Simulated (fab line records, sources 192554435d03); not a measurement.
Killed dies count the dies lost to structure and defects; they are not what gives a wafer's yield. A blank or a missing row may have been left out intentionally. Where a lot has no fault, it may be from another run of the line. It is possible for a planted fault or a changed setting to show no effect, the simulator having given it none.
fab line records / flow n5_finfet / part 2 of 2: steps 26 to 32 of 32
record: lots: 5 wafers: 15 last_day: 16
route steps=1938 shown PMOS_HMC_CHANNEL_EPI@85 FIN_SAQP@90
lots with no fault: from the same line, run without faults
start_h: hours from the record's first day to the start of the lot's first wafer shown / wait_h: hours from the lot's prior step to this one / " identical to the entry in the row above / L1.1+2: a row that stands for several wafers / - value missing, or start not given / * or withheld: withheld / < > ~ a bound
route shown NAME@n: a module of which the file shows steps, and the number in the route of the first / usual: mean/standard deviation taken from wafers without a fault / same: alike in all rows / chamber/n: place in a boat / sites: the reading at each site / _std_site: the values' standard deviation / _edge_site: outer sites' mean less inner sites' / radius_mm: for every site, how far away it sits from the centre of the wafer / mask NAME#n: copy n / behind: the tool/chamber that last shaped the wafer / hold: reason for holding the lot/hours on hold/outcome of the hold / device: the n, p or np transistor that did not switch / end of line: tests of these same wafers at the route's end / a step with no rows: only its recipe / killed: at the first sort, the dies lost to defects and structure; wafer yield is something else / map: per-die view of a wafer (x killed, . not killed, _ where there is no die)
set.NAME: the setting the step ran with; set.NAME@STEP: the setting that earlier step ran with / model.NAME: the simulator's own value behind a step, which no gauge read
lots at some steps of the route; a table a step, a row a wafer
services: from which hour (start_h, from the record's first day; less than 0 if before it) a tool's chamber was out of use, for how many hours, and why
== steps ==
step: N5_FIN_SAQP_CD_MEAS_16
recipe: target_cd_nm: 35.6 landing_energy_ev: 500 detector: se_inlens
usual: cd_nm: 35.5/0.34
lot.wafer=L078.4 tool=cd_sem-03 chamber=0 start_h=45.80 wait_h=- cd_nm=35.7
lot.wafer=L078.5 tool=cd_sem-03 chamber=0 start_h=45.80 wait_h=- cd_nm=35.9
lot.wafer=L078.6 tool=cd_sem-03 chamber=0 start_h=45.80 wait_h=- cd_nm=35.8
lot.wafer=L080.1 tool=cd_sem-01 chamber=0 start_h=57.85 wait_h=- cd_nm=35.7
lot.wafer=L080.4 tool=cd_sem-01 chamber=0 start_h=57.85 wait_h=- cd_nm=35.5
lot.wafer=L080.5 tool=cd_sem-01 chamber=0 start_h=57.85 wait_h=- cd_nm=35.4
lot.wafer=L086.3 tool=cd_sem-01 chamber=0 start_h=96.43 wait_h=- cd_nm=35.6
lot.wafer=L086.5 tool=cd_sem-01 chamber=0 start_h=96.43 wait_h=- cd_nm=35.9
lot.wafer=L086.6 tool=cd_sem-01 chamber=0 start_h=96.43 wait_h=- cd_nm=35.3
lot.wafer=L089.3 tool=cd_sem-02 chamber=0 start_h=112.55 wait_h=- cd_nm=35.8
lot.wafer=L089.4 tool=cd_sem-02 chamber=0 start_h=112.55 wait_h=- cd_nm=35.9
lot.wafer=L089.5 tool=cd_sem-02 chamber=0 start_h=112.55 wait_h=- cd_nm=35.9
lot.wafer=L093.1 tool=cd_sem-01 chamber=0 start_h=141.56 wait_h=- cd_nm=35.2
lot.wafer=L093.2 tool=cd_sem-01 chamber=0 start_h=141.56 wait_h=- cd_nm=34.7
lot.wafer=L093.5 tool=cd_sem-01 chamber=0 start_h=141.56 wait_h=- cd_nm=34.8
step: N5_FIN_SAQP_OVL_MEAS_17
recipe: points_per_wafer: 44
usual: FIN_CORE_OVL: 0.0/0.81
lot.wafer=L078.4 tool=overlay-02 chamber=0 start_h=45.83 wait_h=0.0 FIN_CORE_OVL[nm]=-0.6
lot.wafer=L078.5 tool=overlay-02 chamber=0 start_h=45.83 wait_h=0.0 FIN_CORE_OVL[nm]=0.2
lot.wafer=L078.6 tool=overlay-02 chamber=0 start_h=45.83 wait_h=0.0 FIN_CORE_OVL[nm]=-0.8
lot.wafer=L080.1 tool=overlay-01 chamber=0 start_h=57.89 wait_h=0.0 FIN_CORE_OVL[nm]=-1.2
lot.wafer=L080.4 tool=overlay-01 chamber=0 start_h=57.89 wait_h=0.0 FIN_CORE_OVL[nm]=0.5
lot.wafer=L080.5 tool=overlay-01 chamber=0 start_h=57.89 wait_h=0.0 FIN_CORE_OVL[nm]=0.1
lot.wafer=L086.3 tool=overlay-01 chamber=0 start_h=96.47 wait_h=0.0 FIN_CORE_OVL[nm]=0.9
lot.wafer=L086.5 tool=overlay-01 chamber=0 start_h=96.47 wait_h=0.0 FIN_CORE_OVL[nm]=0.9
lot.wafer=L086.6 tool=overlay-01 chamber=0 start_h=96.47 wait_h=0.0 FIN_CORE_OVL[nm]=0.0
lot.wafer=L089.3 tool=overlay-01 chamber=0 start_h=112.59 wait_h=0.0 FIN_CORE_OVL[nm]=-0.5
lot.wafer=L089.4 tool=overlay-01 chamber=0 start_h=112.59 wait_h=0.0 FIN_CORE_OVL[nm]=0.2
lot.wafer=L089.5 tool=overlay-01 chamber=0 start_h=112.59 wait_h=0.0 FIN_CORE_OVL[nm]=-0.2
lot.wafer=L093.1 tool=overlay-02 chamber=0 start_h=141.60 wait_h=0.0 FIN_CORE_OVL[nm]=0.2
lot.wafer=L093.2 tool=overlay-02 chamber=0 start_h=141.60 wait_h=0.0 FIN_CORE_OVL[nm]=-0.8
lot.wafer=L093.5 tool=overlay-02 chamber=0 start_h=141.60 wait_h=0.0 FIN_CORE_OVL[nm]=-0.1
step: N5_FIN_SAQP_INSPECT_18
recipe: mode: adi inspect_instrument: brightfield
usual: raw_defect_count: 448/120
lot.wafer=L078.4 tool=defect_inspect-01 chamber=- start_h=45.85 wait_h=0.0 raw_defect_count=279
lot.wafer=L078.5 tool=defect_inspect-01 chamber=- start_h=45.85 wait_h=0.0 raw_defect_count=328
lot.wafer=L078.6 tool=defect_inspect-01 chamber=- start_h=45.85 wait_h=0.0 raw_defect_count=383
lot.wafer=L080.1 tool=defect_inspect-01 chamber=- start_h=57.91 wait_h=0.0 raw_defect_count=440
lot.wafer=L080.4 tool=defect_inspect-01 chamber=- start_h=57.91 wait_h=0.0 raw_defect_count=512
lot.wafer=L080.5 tool=defect_inspect-01 chamber=- start_h=57.91 wait_h=0.0 raw_defect_count=563
lot.wafer=L086.3 tool=defect_inspect-01 chamber=- start_h=96.49 wait_h=0.0 raw_defect_count=330
lot.wafer=L086.5 tool=defect_inspect-01 chamber=- start_h=96.49 wait_h=0.0 raw_defect_count=244
lot.wafer=L086.6 tool=defect_inspect-01 chamber=- start_h=96.49 wait_h=0.0 raw_defect_count=248
lot.wafer=L089.3 tool=defect_inspect-01 chamber=- start_h=112.61 wait_h=0.0 raw_defect_count=456
lot.wafer=L089.4 tool=defect_inspect-01 chamber=- start_h=112.61 wait_h=0.0 raw_defect_count=516
lot.wafer=L089.5 tool=defect_inspect-01 chamber=- start_h=112.61 wait_h=0.0 raw_defect_count=391
lot.wafer=L093.1 tool=defect_inspect-01 chamber=- start_h=141.63 wait_h=0.0 raw_defect_count=418
lot.wafer=L093.2 tool=defect_inspect-01 chamber=- start_h=141.63 wait_h=0.0 raw_defect_count=581
lot.wafer=L093.5 tool=defect_inspect-01 chamber=- start_h=141.63 wait_h=0.0 raw_defect_count=463
step: N5_FIN_SAQP_DESCUM_21
recipe: chemistry: O2 time_s: 7.9 source_power_w: 50 bias_power_w: 20 pressure_mtorr: 20 rf_frequency_hz: 2.712e+07 temp_c: 40 resist: CAR-ArF o2_flow_sccm: 225
usual: drypump_motor_current_A: 5.5/0.47 oes_product_au: 0.79/0.078 rf_vpp_V: 243.1/1.3 showerhead_plenum_p_Torr: 2.08/0.073 throttle_valve_pct: 20.44/0.21
lot.wafer=L078.4 tool=rie_diel-06 chamber=2 start_h=45.88 wait_h=0.0 drypump_motor_current_A=5.3 oes_product_au=0.78 rf_hours_counter_h=133 rf_vpp_V=245.2 showerhead_plenum_p_Torr=2.10 throttle_valve_pct=20.50
lot.wafer=L078.5 tool=rie_diel-06 chamber=2 start_h=45.88 wait_h=0.0 drypump_motor_current_A=5.3 oes_product_au=0.78 rf_hours_counter_h=- rf_vpp_V=243.4 showerhead_plenum_p_Torr=2.10 throttle_valve_pct=20.51
lot.wafer=L078.6 tool=rie_diel-06 chamber=1 start_h=45.88 wait_h=0.0 drypump_motor_current_A=5.6 oes_product_au=0.77 rf_hours_counter_h=- rf_vpp_V=242.5 showerhead_plenum_p_Torr=2.10 throttle_valve_pct=20.75
lot.wafer=L080.1 tool=rie_diel-06 chamber=0 start_h=57.95 wait_h=0.0 drypump_motor_current_A=4.8 oes_product_au=0.79 rf_hours_counter_h=111 rf_vpp_V=241.4 showerhead_plenum_p_Torr=2.01 throttle_valve_pct=20.29
lot.wafer=L080.4 tool=rie_diel-06 chamber=1 start_h=57.95 wait_h=0.0 drypump_motor_current_A=5.6 oes_product_au=0.76 rf_hours_counter_h=149 rf_vpp_V=243.7 showerhead_plenum_p_Torr=2.09 throttle_valve_pct=20.73
lot.wafer=L080.5 tool=rie_diel-06 chamber=2 start_h=57.95 wait_h=0.0 drypump_motor_current_A=5.3 oes_product_au=0.78 rf_hours_counter_h=- rf_vpp_V=243.1 showerhead_plenum_p_Torr=2.10 throttle_valve_pct=20.52
lot.wafer=L086.3 tool=rie_diel-04 chamber=3 start_h=96.52 wait_h=0.0 drypump_motor_current_A=5.0 oes_product_au=0.79 rf_hours_counter_h=100 rf_vpp_V=242.5 showerhead_plenum_p_Torr=2.10 throttle_valve_pct=20.51
lot.wafer=L086.5 tool=rie_diel-04 chamber=1 start_h=96.52 wait_h=0.0 drypump_motor_current_A=5.8 oes_product_au=0.78 rf_hours_counter_h=- rf_vpp_V=241.6 showerhead_plenum_p_Torr=2.00 throttle_valve_pct=20.18
lot.wafer=L086.6 tool=rie_diel-04 chamber=0 start_h=96.52 wait_h=0.0 drypump_motor_current_A=5.8 oes_product_au=0.70 rf_hours_counter_h=- rf_vpp_V=243.7 showerhead_plenum_p_Torr=2.15 throttle_valve_pct=20.32
lot.wafer=L089.3 tool=rie_diel-05 chamber=1 start_h=112.64 wait_h=0.0 drypump_motor_current_A=5.1 oes_product_au=0.95 rf_hours_counter_h=15 rf_vpp_V=242.5 showerhead_plenum_p_Torr=2.04 throttle_valve_pct=20.10
lot.wafer=L089.4 tool=rie_diel-05 chamber=0 start_h=112.64 wait_h=0.0 drypump_motor_current_A=5.9 oes_product_au=0.79 rf_hours_counter_h=100 rf_vpp_V=243.9 showerhead_plenum_p_Torr=2.20 throttle_valve_pct=20.64
lot.wafer=L089.5 tool=rie_diel-05 chamber=1 start_h=112.64 wait_h=0.0 drypump_motor_current_A=5.1 oes_product_au=0.95 rf_hours_counter_h=- rf_vpp_V=244.4 showerhead_plenum_p_Torr=2.03 throttle_valve_pct=20.14
lot.wafer=L093.1 tool=rie_diel-05 chamber=3 start_h=141.66 wait_h=0.0 drypump_motor_current_A=6.4 oes_product_au=0.69 rf_hours_counter_h=221 rf_vpp_V=242.2 showerhead_plenum_p_Torr=1.98 throttle_valve_pct=20.43
lot.wafer=L093.2 tool=rie_diel-05 chamber=2 start_h=141.66 wait_h=0.0 drypump_motor_current_A=5.3 oes_product_au=0.90 rf_hours_counter_h=36 rf_vpp_V=245.6 showerhead_plenum_p_Torr=2.22 throttle_valve_pct=20.17
lot.wafer=L093.5 tool=rie_diel-05 chamber=1 start_h=141.66 wait_h=0.0 drypump_motor_current_A=5.1 oes_product_au=0.91 rf_hours_counter_h=- rf_vpp_V=241.7 showerhead_plenum_p_Torr=2.03 throttle_valve_pct=20.13
step: N5_FIN_SAQP_ETCH_51
recipe: chemistry: CF4 target: SiARC target_depth_a: 455 mask_material: CAR-ArF time_s: 75.8 ion_energy_ev: 80 pressure_mtorr: 40 source_w: 545 bias_w: 36 Ar_flow_sccm: 100 cf4_flow_sccm: 100 ends: cleared
usual: cf4_flow_sccm: 100.0/0.31 drypump_motor_current_A: 5.5/0.47 etch_rf_on_time_s: 75.7/1.9 oes_product_au: 0.67/0.064 rf_vpp_V: 183.9/1.2 showerhead_plenum_p_Torr: 2.13/0.071 throttle_valve_pct: 15.64/0.19
lot.wafer=L078.4 tool=rie_diel-06 chamber=2 start_h=45.92 wait_h=0.0 cf4_flow_sccm=99.6 drypump_motor_current_A=5.3 etch_rf_on_time_s=73.3 oes_product_au=0.67 rf_hours_counter_h=133 rf_vpp_V=182.3 showerhead_plenum_p_Torr=2.14 throttle_valve_pct=15.68
lot.wafer=L078.5 tool=rie_diel-06 chamber=2 start_h=45.92 wait_h=0.0 cf4_flow_sccm=100.0 drypump_motor_current_A=5.3 etch_rf_on_time_s=74.4 oes_product_au=0.66 rf_hours_counter_h=- rf_vpp_V=184.7 showerhead_plenum_p_Torr=2.14 throttle_valve_pct=15.67
lot.wafer=L078.6 tool=rie_diel-06 chamber=1 start_h=45.92 wait_h=0.0 cf4_flow_sccm=99.3 drypump_motor_current_A=5.6 etch_rf_on_time_s=73.2 oes_product_au=0.66 rf_hours_counter_h=- rf_vpp_V=184.0 showerhead_plenum_p_Torr=2.15 throttle_valve_pct=15.89
lot.wafer=L080.1 tool=rie_diel-06 chamber=0 start_h=57.98 wait_h=0.0 cf4_flow_sccm=99.9 drypump_motor_current_A=4.8 etch_rf_on_time_s=75.6 oes_product_au=0.68 rf_hours_counter_h=111 rf_vpp_V=182.6 showerhead_plenum_p_Torr=2.08 throttle_valve_pct=15.55
lot.wafer=L080.4 tool=rie_diel-06 chamber=1 start_h=57.98 wait_h=0.0 cf4_flow_sccm=100.1 drypump_motor_current_A=5.6 etch_rf_on_time_s=73.0 oes_product_au=0.67 rf_hours_counter_h=149 rf_vpp_V=184.2 showerhead_plenum_p_Torr=2.15 throttle_valve_pct=15.89
lot.wafer=L080.5 tool=rie_diel-06 chamber=2 start_h=57.98 wait_h=0.0 cf4_flow_sccm=99.4 drypump_motor_current_A=5.3 etch_rf_on_time_s=74.6 oes_product_au=0.66 rf_hours_counter_h=- rf_vpp_V=183.3 showerhead_plenum_p_Torr=2.13 throttle_valve_pct=15.70
lot.wafer=L086.3 tool=rie_diel-04 chamber=3 start_h=96.56 wait_h=0.0 cf4_flow_sccm=100.2 drypump_motor_current_A=5.1 etch_rf_on_time_s=74.9 oes_product_au=0.68 rf_hours_counter_h=100 rf_vpp_V=183.7 showerhead_plenum_p_Torr=2.16 throttle_valve_pct=15.71
lot.wafer=L086.5 tool=rie_diel-04 chamber=1 start_h=96.56 wait_h=0.0 cf4_flow_sccm=100.2 drypump_motor_current_A=5.8 etch_rf_on_time_s=76.2 oes_product_au=0.65 rf_hours_counter_h=- rf_vpp_V=182.6 showerhead_plenum_p_Torr=2.04 throttle_valve_pct=15.41
lot.wafer=L086.6 tool=rie_diel-04 chamber=0 start_h=96.56 wait_h=0.0 cf4_flow_sccm=100.4 drypump_motor_current_A=5.7 etch_rf_on_time_s=78.8 oes_product_au=0.59 rf_hours_counter_h=- rf_vpp_V=185.8 showerhead_plenum_p_Torr=2.21 throttle_valve_pct=15.58
lot.wafer=L089.3 tool=rie_diel-05 chamber=1 start_h=112.68 wait_h=0.0 cf4_flow_sccm=100.1 drypump_motor_current_A=5.1 etch_rf_on_time_s=76.2 oes_product_au=0.80 rf_hours_counter_h=15 rf_vpp_V=183.5 showerhead_plenum_p_Torr=2.11 throttle_valve_pct=15.43
lot.wafer=L089.4 tool=rie_diel-05 chamber=0 start_h=112.68 wait_h=0.0 cf4_flow_sccm=100.3 drypump_motor_current_A=5.9 etch_rf_on_time_s=74.1 oes_product_au=0.67 rf_hours_counter_h=100 rf_vpp_V=184.6 showerhead_plenum_p_Torr=2.26 throttle_valve_pct=15.90
lot.wafer=L089.5 tool=rie_diel-05 chamber=1 start_h=112.68 wait_h=0.0 cf4_flow_sccm=100.4 drypump_motor_current_A=5.1 etch_rf_on_time_s=76.0 oes_product_au=0.79 rf_hours_counter_h=- rf_vpp_V=183.6 showerhead_plenum_p_Torr=2.11 throttle_valve_pct=15.43
lot.wafer=L093.1 tool=rie_diel-05 chamber=3 start_h=141.70 wait_h=0.0 cf4_flow_sccm=100.4 drypump_motor_current_A=6.4 etch_rf_on_time_s=79.2 oes_product_au=0.58 rf_hours_counter_h=221 rf_vpp_V=184.1 showerhead_plenum_p_Torr=2.04 throttle_valve_pct=15.71
lot.wafer=L093.2 tool=rie_diel-05 chamber=2 start_h=141.70 wait_h=0.0 cf4_flow_sccm=100.2 drypump_motor_current_A=5.4 etch_rf_on_time_s=78.9 oes_product_au=0.75 rf_hours_counter_h=36 rf_vpp_V=185.2 showerhead_plenum_p_Torr=2.25 throttle_valve_pct=15.27
lot.wafer=L093.5 tool=rie_diel-05 chamber=1 start_h=141.70 wait_h=0.0 cf4_flow_sccm=99.9 drypump_motor_current_A=5.1 etch_rf_on_time_s=77.4 oes_product_au=0.77 rf_hours_counter_h=- rf_vpp_V=182.9 showerhead_plenum_p_Torr=2.11 throttle_valve_pct=15.44
step: N5_FIN_SAQP_ETCH_52
recipe: chemistry: N2/H2 target: SOC target_depth_a: 1000 overetch_a: 200 mask_material: SiARC temp_c: 40 time_s: 150 ion_energy_ev: 200 pressure_mtorr: 30 source_w: 840 bias_w: 150 n2_flow_sccm: 200 h2_flow_sccm: 200 ends: end_point
usual: drypump_motor_current_A: 5.5/0.47 oes_product_au: 0.71/0.065 rf_vpp_V: 523.5/2.7 showerhead_plenum_p_Torr: 2.53/0.091 throttle_valve_pct: 17.90/0.2
lot.wafer=L078.4 tool=rie_diel-06 chamber=2 start_h=45.98 wait_h=0.0 drypump_motor_current_A=5.3 oes_product_au=0.69 rf_hours_counter_h=133 rf_vpp_V=523.4 showerhead_plenum_p_Torr=2.55 throttle_valve_pct=18.01
lot.wafer=L078.5 tool=rie_diel-06 chamber=2 start_h=45.98 wait_h=0.0 drypump_motor_current_A=5.3 oes_product_au=0.69 rf_hours_counter_h=- rf_vpp_V=522.9 showerhead_plenum_p_Torr=2.55 throttle_valve_pct=17.99
lot.wafer=L078.6 tool=rie_diel-06 chamber=1 start_h=45.98 wait_h=0.0 drypump_motor_current_A=5.6 oes_product_au=0.69 rf_hours_counter_h=- rf_vpp_V=523.5 showerhead_plenum_p_Torr=2.55 throttle_valve_pct=18.19
lot.wafer=L080.1 tool=rie_diel-06 chamber=0 start_h=58.04 wait_h=0.0 drypump_motor_current_A=4.8 oes_product_au=0.71 rf_hours_counter_h=111 rf_vpp_V=521.8 showerhead_plenum_p_Torr=2.44 throttle_valve_pct=17.58
lot.wafer=L080.4 tool=rie_diel-06 chamber=1 start_h=58.04 wait_h=0.0 drypump_motor_current_A=5.6 oes_product_au=0.69 rf_hours_counter_h=149 rf_vpp_V=524.4 showerhead_plenum_p_Torr=2.55 throttle_valve_pct=18.18
lot.wafer=L080.5 tool=rie_diel-06 chamber=2 start_h=58.04 wait_h=0.0 drypump_motor_current_A=5.3 oes_product_au=0.68 rf_hours_counter_h=- rf_vpp_V=522.9 showerhead_plenum_p_Torr=2.55 throttle_valve_pct=18.02
lot.wafer=L086.3 tool=rie_diel-04 chamber=3 start_h=96.61 wait_h=0.0 drypump_motor_current_A=5.1 oes_product_au=0.71 rf_hours_counter_h=100 rf_vpp_V=524.4 showerhead_plenum_p_Torr=2.55 throttle_valve_pct=17.84
lot.wafer=L086.5 tool=rie_diel-04 chamber=1 start_h=96.61 wait_h=0.0 drypump_motor_current_A=5.9 oes_product_au=0.69 rf_hours_counter_h=- rf_vpp_V=520.7 showerhead_plenum_p_Torr=2.45 throttle_valve_pct=17.74
lot.wafer=L086.6 tool=rie_diel-04 chamber=0 start_h=96.61 wait_h=0.0 drypump_motor_current_A=5.7 oes_product_au=0.64 rf_hours_counter_h=- rf_vpp_V=525.7 showerhead_plenum_p_Torr=2.64 throttle_valve_pct=17.99
lot.wafer=L089.3 tool=rie_diel-05 chamber=1 start_h=112.73 wait_h=0.0 drypump_motor_current_A=5.1 oes_product_au=0.83 rf_hours_counter_h=15 rf_vpp_V=522.0 showerhead_plenum_p_Torr=2.49 throttle_valve_pct=17.63
lot.wafer=L089.4 tool=rie_diel-05 chamber=0 start_h=112.73 wait_h=0.0 drypump_motor_current_A=5.9 oes_product_au=0.70 rf_hours_counter_h=100 rf_vpp_V=527.5 showerhead_plenum_p_Torr=2.66 throttle_valve_pct=17.98
lot.wafer=L089.5 tool=rie_diel-05 chamber=1 start_h=112.73 wait_h=0.0 drypump_motor_current_A=5.1 oes_product_au=0.84 rf_hours_counter_h=- rf_vpp_V=522.2 showerhead_plenum_p_Torr=2.49 throttle_valve_pct=17.61
lot.wafer=L093.1 tool=rie_diel-05 chamber=3 start_h=141.75 wait_h=0.0 drypump_motor_current_A=6.4 oes_product_au=0.63 rf_hours_counter_h=221 rf_vpp_V=519.5 showerhead_plenum_p_Torr=2.40 throttle_valve_pct=17.86
lot.wafer=L093.2 tool=rie_diel-05 chamber=2 start_h=141.75 wait_h=0.0 drypump_motor_current_A=5.4 oes_product_au=0.80 rf_hours_counter_h=36 rf_vpp_V=528.3 showerhead_plenum_p_Torr=2.72 throttle_valve_pct=17.68
lot.wafer=L093.5 tool=rie_diel-05 chamber=1 start_h=141.75 wait_h=0.0 drypump_motor_current_A=5.1 oes_product_au=0.81 rf_hours_counter_h=- rf_vpp_V=522.6 showerhead_plenum_p_Torr=2.49 throttle_valve_pct=17.63
step: N5_FIN_SAQP_STRIP_53
recipe: chemistry: N2/H2 temp_c: 40 n2_flow_sccm: 200 h2_flow_sccm: 200 rf_frequency_hz: 6e+07
lot.wafer=L078.4+5+6 tool=rie_diel-06 chamber=2,2,1 start_h=46.07 wait_h=0.0
lot.wafer=L080.1+4+5 tool=rie_diel-06 chamber=0,1,2 start_h=58.14 wait_h=0.0
lot.wafer=L086.3+5+6 tool=rie_diel-04 chamber=3,1,0 start_h=96.71 wait_h=0.0
lot.wafer=L089.3+4+5 tool=rie_diel-05 chamber=1,0,1 start_h=112.83 wait_h=0.0
lot.wafer=L093.1+2+5 tool=rie_diel-05 chamber=3,2,1 start_h=141.85 wait_h=0.0
== services ==
tool=arfi_scanner-01 chamber=- start_h=20.62 hours=0.8 kind=pm
tool=wet_bench-02 chamber=- start_h=21.05 hours=2.8 kind=repair
tool=epi_rpcvd-03 chamber=- start_h=24.05 hours=8.1 kind=pm
tool=arfi_scanner-02 chamber=- start_h=28.45 hours=1.3 kind=pm
tool=ald_sin-04 chamber=- start_h=32.14 hours=6.0 kind=pm
tool=arfi_scanner-02 chamber=- start_h=34.42 hours=1.0 kind=repair
tool=epi_rpcvd-03 chamber=- start_h=38.29 hours=1.8 kind=repair
tool=wet_bench-05 chamber=- start_h=42.88 hours=4.4 kind=pm
tool=rie_diel-05 chamber=1 start_h=50.04 hours=5.8 kind=repair
tool=arfi_scanner-03 chamber=- start_h=56.61 hours=0.9 kind=repair
tool=rie_diel-05 chamber=2 start_h=56.85 hours=6.6 kind=repair
tool=pecvd-02 chamber=- start_h=59.95 hours=2.8 kind=pm
tool=rie_diel-04 chamber=3 start_h=62.88 hours=3.4 kind=repair
tool=rie_diel-04 chamber=2 start_h=65.04 hours=4.3 kind=repair
tool=arfi_scanner-03 chamber=- start_h=65.72 hours=1.3 kind=pm
tool=pecvd-03 chamber=2 start_h=67.09 hours=6.4 kind=repair
tool=rie_diel-05 chamber=3 start_h=70.68 hours=31.9 kind=repair
tool=pecvd-02 chamber=- start_h=83.73 hours=1.5 kind=repair
tool=ald_sin-01 chamber=2 start_h=91.42 hours=7.6 kind=repair
tool=arfi_scanner-03 chamber=- start_h=105.93 hours=0.7 kind=repair
tool=arfi_scanner-03 chamber=- start_h=106.67 hours=0.8 kind=pm
tool=pecvd-01 chamber=- start_h=107.81 hours=14.6 kind=pm
tool=arfi_scanner-03 chamber=- start_h=124.74 hours=4.2 kind=repair
tool=arfi_scanner-03 chamber=- start_h=129.05 hours=0.4 kind=repair
